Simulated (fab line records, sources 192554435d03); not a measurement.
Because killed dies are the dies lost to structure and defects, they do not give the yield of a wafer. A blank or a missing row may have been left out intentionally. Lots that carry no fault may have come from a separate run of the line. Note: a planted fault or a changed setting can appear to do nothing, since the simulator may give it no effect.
What tool caused it?    flow n5 finfet    72 wafers from 24 lots sampled at 6 of the route's 1938 steps

## WHAT THE GAUGES SHOWED, per wafer
Not one reading of a measure or inspect step in the record can be checked against a usual standard deviation.

## TOOL THAT RAN EACH LOT (tool first, then ch and the chambers of the sampled wafers, then the start)
lot   N5_BEOL_M2_DEGAS_44           N5_BEOL_M2_PRE_CLEAN_45       N5_BEOL_M2_SURFACE_TREAT_85   N5_BEOL_M2_ANNEAL_49          N5_BEOL_M2_ANNEAL_80          N5_BEOL_M2_ANNEAL_95
L074  pvd sputter-02, day 6 15:40   pvd sputter-02, day 6 15:43   pvd sputter-03, day 6 16:01   pvd sputter-02, day 6 16:23   pvd sputter-02, day 6 16:37   pvd sputter-02, day 6 17:56
L075  pvd sputter-02, day 7 05:40   pvd sputter-02, day 7 05:42   pvd sputter-01, day 7 06:05   pvd sputter-01, day 7 06:26   pvd sputter-01, day 7 06:39   pvd sputter-01, day 7 07:58
L076  pvd sputter-02, day 7 21:50   pvd sputter-02, day 7 21:53   pvd sputter-03, day 7 22:17   pvd sputter-02, day 7 22:44   pvd sputter-02, day 7 22:58   pvd sputter-02, day 8 00:17
L077  pvd sputter-02, day 7 21:58   pvd sputter-02, day 7 22:00   pvd sputter-03, day 7 22:20   pvd sputter-03, day 8 00:27   pvd sputter-03, day 8 00:40   pvd sputter-03, day 8 01:59
L078  pvd sputter-01, day 8 03:58   pvd sputter-01, day 8 04:00   pvd sputter-02, day 8 04:18   pvd sputter-03, day 8 04:43   pvd sputter-03, day 8 04:56   pvd sputter-03, day 8 06:15
L079  pvd sputter-01, day 8 04:02   pvd sputter-01, day 8 04:05   pvd sputter-03, day 8 04:35   pvd sputter-02, day 8 04:58   pvd sputter-02, day 8 05:11   pvd sputter-02, day 8 06:30
L080  pvd sputter-02, day 8 10:41   pvd sputter-02, day 8 10:43   pvd sputter-02, day 8 11:12   pvd sputter-03, day 8 11:32   pvd sputter-03, day 8 11:45   pvd sputter-03, day 8 13:04
L081  pvd sputter-03, day 8 10:45   pvd sputter-03, day 8 10:47   pvd sputter-02, day 8 11:14   pvd sputter-03, day 8 13:22   pvd sputter-03, day 8 13:35   pvd sputter-03, day 8 14:55
L082  pvd sputter-02, day 8 20:44   pvd sputter-02, day 8 20:46   pvd sputter-03, day 8 21:04   pvd sputter-02, day 8 21:25   pvd sputter-02, day 8 21:38   pvd sputter-02, day 8 22:57
L083  pvd sputter-01, day 9 01:56   pvd sputter-01, day 9 01:58   pvd sputter-01, day 9 02:16   pvd sputter-01, day 9 02:37   pvd sputter-01, day 9 02:50   pvd sputter-01, day 9 04:09
L084  pvd sputter-03, day 9 10:13   pvd sputter-03, day 9 10:16   pvd sputter-02, day 9 10:35   pvd sputter-01, day 9 11:04   pvd sputter-01, day 9 11:17   pvd sputter-01, day 9 12:36
L086  pvd sputter-03, day 9 18:53   pvd sputter-03, day 9 18:55   pvd sputter-03, day 9 19:27   pvd sputter-02, day 9 20:32   pvd sputter-02, day 9 20:45   pvd sputter-02, day 9 22:04
L085  pvd sputter-03, day 9 22:45   pvd sputter-03, day 9 22:47   pvd sputter-01, day 9 23:17   pvd sputter-03, day 9 23:44   pvd sputter-03, day 9 23:57   pvd sputter-03, day 10 01:16
L088  pvd sputter-01, day 10 07:31  pvd sputter-01, day 10 07:33  pvd sputter-03, day 10 07:51  pvd sputter-01, day 10 08:14  pvd sputter-01, day 10 08:28  pvd sputter-01, day 10 09:47
L087  pvd sputter-03, day 10 16:27  pvd sputter-03, day 10 16:29  pvd sputter-03, day 10 17:02  pvd sputter-03, day 10 17:26  pvd sputter-03, day 10 17:39  pvd sputter-03, day 10 18:58
L089  pvd sputter-01, day 10 20:55  pvd sputter-01, day 10 20:58  pvd sputter-03, day 10 21:15  pvd sputter-03, day 10 21:38  pvd sputter-03, day 10 21:51  pvd sputter-03, day 10 23:10
L090  pvd sputter-01, day 10 21:00  pvd sputter-01, day 10 21:02  pvd sputter-02, day 10 21:23  pvd sputter-01, day 10 23:19  pvd sputter-01, day 10 23:32  pvd sputter-01, day 11 00:51
L092  pvd sputter-03, day 10 21:25  pvd sputter-03, day 10 21:27  pvd sputter-02, day 10 23:16  pvd sputter-02, day 10 23:34  pvd sputter-02, day 10 23:47  pvd sputter-02, day 11 01:07
L091  pvd sputter-03, day 11 04:22  pvd sputter-03, day 11 04:24  pvd sputter-03, day 11 04:46  pvd sputter-03, day 11 05:08  pvd sputter-03, day 11 05:22  pvd sputter-03, day 11 06:41
L093  pvd sputter-02, day 11 16:37  pvd sputter-02, day 11 16:39  pvd sputter-01, day 11 17:01  pvd sputter-01, day 11 17:19  pvd sputter-01, day 11 17:32  pvd sputter-01, day 11 18:51
L094  pvd sputter-03, day 11 21:39  pvd sputter-03, day 11 21:41  pvd sputter-03, day 11 22:15  pvd sputter-02, day 11 22:34  pvd sputter-02, day 11 22:47  pvd sputter-02, day 12 00:06
L095  pvd sputter-03, day 12 07:59  pvd sputter-03, day 12 08:01  pvd sputter-03, day 12 08:22  pvd sputter-03, day 12 08:40  pvd sputter-03, day 12 08:53  pvd sputter-03, day 12 10:12
L096  pvd sputter-03, day 12 08:24  pvd sputter-03, day 12 08:26  pvd sputter-01, day 12 08:44  pvd sputter-02, day 12 09:14  pvd sputter-02, day 12 09:28  pvd sputter-02, day 12 10:47
L097  pvd sputter-01, day 12 11:02  pvd sputter-01, day 12 11:04  pvd sputter-03, day 12 11:24  pvd sputter-03, day 12 11:46  pvd sputter-03, day 12 11:59  pvd sputter-03, day 12 13:18
- N5_BEOL_M2_DEGAS_44: time 60 s.
- N5_BEOL_M2_PRE_CLEAN_45: time 30 s.
- N5_BEOL_M2_SURFACE_TREAT_85
- N5_BEOL_M2_ANNEAL_49: time 240 s.
- N5_BEOL_M2_ANNEAL_80: time 240 s.
- N5_BEOL_M2_ANNEAL_95: time 240 s.

## WHAT THE TOOLS THEMSELVES READ (means of the sampled wafers that have a number; where no wafer has one, the mark that the record gives instead)
N5_BEOL_M2_DEGAS_44. Usual: 338 W for heater power w, sd 28.
lot   tool            heater power w (W)  flag
L074  pvd sputter-02  356                 
L075  pvd sputter-02  348                 
L076  pvd sputter-02  350                 
L077  pvd sputter-02  347                 
L078  pvd sputter-01  321                 
L079  pvd sputter-01  330                 
L080  pvd sputter-02  346                 
L081  pvd sputter-03  337                 
L082  pvd sputter-02  345                 
L083  pvd sputter-01  344                 
L084  pvd sputter-03  338                 
L086  pvd sputter-03  328                 
L085  pvd sputter-03  324                 
L088  pvd sputter-01  338                 
L087  pvd sputter-03  329                 
L089  pvd sputter-01  334                 
L090  pvd sputter-01  374                 
L092  pvd sputter-03  333                 
L091  pvd sputter-03  343                 
L093  pvd sputter-02  355                 
L094  pvd sputter-03  309                 
L095  pvd sputter-03  338                 
L096  pvd sputter-03  327                 
L097  pvd sputter-01  350                 

N5_BEOL_M2_PRE_CLEAN_45. Usual: 339 W for heater power w, sd 29.
lot   tool            heater power w (W)  flag
L074  pvd sputter-02  357                 
L075  pvd sputter-02  351                 
L076  pvd sputter-02  349                 
L077  pvd sputter-02  348                 
L078  pvd sputter-01  317                 
L079  pvd sputter-01  331                 
L080  pvd sputter-02  340                 
L081  pvd sputter-03  344                 
L082  pvd sputter-02  349                 
L083  pvd sputter-01  347                 
L084  pvd sputter-03  339                 
L086  pvd sputter-03  325                 
L085  pvd sputter-03  319                 
L088  pvd sputter-01  340                 
L087  pvd sputter-03  328                 
L089  pvd sputter-01  330                 
L090  pvd sputter-01  377                 
L092  pvd sputter-03  338                 
L091  pvd sputter-03  341                 
L093  pvd sputter-02  363                 
L094  pvd sputter-03  306                 
L095  pvd sputter-03  332                 
L096  pvd sputter-03  337                 
L097  pvd sputter-01  351                 

N5_BEOL_M2_ANNEAL_49. Usual: heater power w 841 W, standard deviation 72; susceptor_temp_C_max 400.9, standard deviation 0.37.
lot   tool            heater power w (W)  susceptor_temp_C_max  flag
L074  pvd sputter-02  879                 400.6                 
L075  pvd sputter-01  808                 400.9                 
L076  pvd sputter-02  875                 400.7                 
L077  pvd sputter-03  842                 401.0                 
L078  pvd sputter-03  850                 401.1                 
L079  pvd sputter-02  863                 400.6                 
L080  pvd sputter-03  831                 401.2                 
L081  pvd sputter-03  809                 400.9                 
L082  pvd sputter-02  883                 400.8                 
L083  pvd sputter-01  799                 400.9                 
L084  pvd sputter-01  773                 400.9                 
L086  pvd sputter-02  881                 400.8                 
L085  pvd sputter-03  784                 401.1                 
L088  pvd sputter-01  937                 400.9                 
L087  pvd sputter-03  772                 401.1                 
L089  pvd sputter-03  817                 401.0                 
L090  pvd sputter-01  865                 400.6                 
L092  pvd sputter-02  882                 400.7                 
L091  pvd sputter-03  834                 400.9                 
L093  pvd sputter-01  827                 400.6                 
L094  pvd sputter-02  844                 400.6                 
L095  pvd sputter-03  787                 401.4                 
L096  pvd sputter-02  908                 400.5                 
L097  pvd sputter-03  775                 401.0                 

N5_BEOL_M2_ANNEAL_80. Usual: heater power w 839 W, standard deviation 70; susceptor_temp_C_max 400.9, standard deviation 0.4.
lot   tool            heater power w (W)  susceptor_temp_C_max  flag
L074  pvd sputter-02  878                 400.7                 
L075  pvd sputter-01  806                 401.2                 
L076  pvd sputter-02  870                 400.6                 
L077  pvd sputter-03  846                 400.9                 
L078  pvd sputter-03  844                 401.1                 
L079  pvd sputter-02  852                 400.7                 
L080  pvd sputter-03  823                 400.8                 
L081  pvd sputter-03  803                 400.7                 
L082  pvd sputter-02  879                 400.7                 
L083  pvd sputter-01  790                 401.0                 
L084  pvd sputter-01  779                 400.7                 
L086  pvd sputter-02  873                 400.7                 
L085  pvd sputter-03  781                 401.2                 
L088  pvd sputter-01  935                 400.7                 
L087  pvd sputter-03  777                 401.1                 
L089  pvd sputter-03  824                 401.1                 
L090  pvd sputter-01  862                 400.8                 
L092  pvd sputter-02  871                 401.1                 
L091  pvd sputter-03  833                 401.2                 
L093  pvd sputter-01  830                 400.8                 
L094  pvd sputter-02  851                 400.9                 
L095  pvd sputter-03  792                 401.1                 
L096  pvd sputter-02  901                 400.9                 
L097  pvd sputter-03  789                 400.8                 

N5_BEOL_M2_ANNEAL_95. Usual: heater power w 839 W, standard deviation 71; susceptor_temp_C_max 400.9, standard deviation 0.41.
lot   tool            heater power w (W)  susceptor_temp_C_max  flag
L074  pvd sputter-02  880                 400.8                 
L075  pvd sputter-01  794                 400.8                 
L076  pvd sputter-02  877                 400.6                 
L077  pvd sputter-03  842                 401.3                 
L078  pvd sputter-03  831                 400.9                 
L079  pvd sputter-02  869                 400.7                 
L080  pvd sputter-03  835                 401.2                 
L081  pvd sputter-03  809                 400.8                 
L082  pvd sputter-02  881                 400.8                 
L083  pvd sputter-01  805                 400.7                 
L084  pvd sputter-01  768                 400.9                 
L086  pvd sputter-02  869                 400.8                 
L085  pvd sputter-03  767                 401.3                 
L088  pvd sputter-01  963                 401.0                 
L087  pvd sputter-03  777                 401.2                 
L089  pvd sputter-03  820                 400.8                 
L090  pvd sputter-01  873                 400.9                 
L092  pvd sputter-02  877                 400.8                 
L091  pvd sputter-03  831                 401.1                 
L093  pvd sputter-01  825                 400.7                 
L094  pvd sputter-02  858                 400.8                 
L095  pvd sputter-03  791                 401.1                 
L096  pvd sputter-02  887                 400.6                 
L097  pvd sputter-03  787                 401.0                 

## THE ANSWER, worked out from the rows above alone
Rule: a lot is off if the mean of its wafers that have a number lies more than 3 standard deviations from the usual mean. A lot without any number at a reading at which 4 lots or more have one is off too. The other lots that the step has rows for count as sound. After the gauges, taken in route order, come the tools' own readings; for these a lot's mean is taken, as printed above. At the first step where some lot is off, the reading lying furthest off is the one used; lots without a number count as furthest.
Across all readings shown, no lot is off: no conclusion can be drawn from this.

## WHAT WAS PUT IN BY THE SIMULATOR
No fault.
